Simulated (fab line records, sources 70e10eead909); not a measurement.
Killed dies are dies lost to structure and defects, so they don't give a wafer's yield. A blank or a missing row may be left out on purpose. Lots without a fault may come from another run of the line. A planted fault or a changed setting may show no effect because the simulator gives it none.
Chamber matching | flow nand_harc | NHARC_A_STAIRCASE_DEP_325 on pecvd-03: 3 sister chambers
The step deposits SiO2, target thk 7200 nm. 14 wafers are shown with their chamber, then 7 later ones without.

WAFERS WITH THEIR CHAMBER
wafer  | chamber | heater_power_w (W) | mfc_precursor_sccm (sccm)
L076.1 | 1       | 672                | 198.9
L076.3 | 2       | 546                | 200.2
L076.5 | 1       | 582                | 199.7
L081.1 | 2       | 580                | 199.9
L081.4 | 1       | 586                | 200.9
L081.6 | 0       | 534                | 199.0
L084.1 | 2       | 575                | 201.1
L084.2 | 0       | 591                | 200.3
L084.4 | 0       | 522                | 200.1
L086.1 | 0       | 630                | 199.8
L086.2 | 2       | 577                | 200.4
L086.6 | 0       | 531                | 200.1
L089.1 | 0       | 611                | 198.9
L089.4 | 2       | 496                | 199.8

SIGNATURES (means of the wafers above)
reading            | chamber 0 | chamber 1 | chamber 2 | scatter within a chamber
heater_power_w     | 569.83    | 613.33    | 554.80    | 43.8
mfc_precursor_sccm | 199.700   | 199.833   | 200.280   | 0.668
Rule: a wafer's distance from a chamber is the root of the sum, over the readings, of the square of ((its reading less the chamber's mean) divided by the reading's scatter). The wafer belongs to the nearest chamber; if the next one is less than 2 further off, it can't be placed. The scatter: the root of (the sum of the squares of (reading less its chamber's mean) over the shown wafers, divided by (wafers less chambers)).

WAFERS WITHOUT THEIR CHAMBER
wafer  | heater_power_w (W) | mfc_precursor_sccm (sccm)
L089.5 | 530                | 199.3
L092.1 | 644                | 199.4
L092.2 | 694                | 200.1
L092.5 | 479                | 200.0
L097.1 | 653                | 199.5
L097.3 | 577                | 198.6
L097.6 | 576                | 199.3

WHICH CHAMBER EACH WENT THROUGH
wafer  | from the rows above          | in truth
L089.5 | can't be placed: 0 or 2 or 1 | 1
L092.1 | can't be placed: 1 or 0 or 2 | 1
L092.2 | can't be placed: 1 or 0 or 2 | 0
L092.5 | can't be placed: 2 or 0 or 1 | 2
L097.1 | can't be placed: 1 or 0 or 2 | 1
L097.3 | can't be placed: 0 or 1 or 2 | 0
L097.6 | can't be placed: 0 or 1 or 2 | 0
Placed correctly: 0 of 7. Can't be placed from these rows: 7 (the true chamber is among the candidates in 7). Placed wrongly: 0.
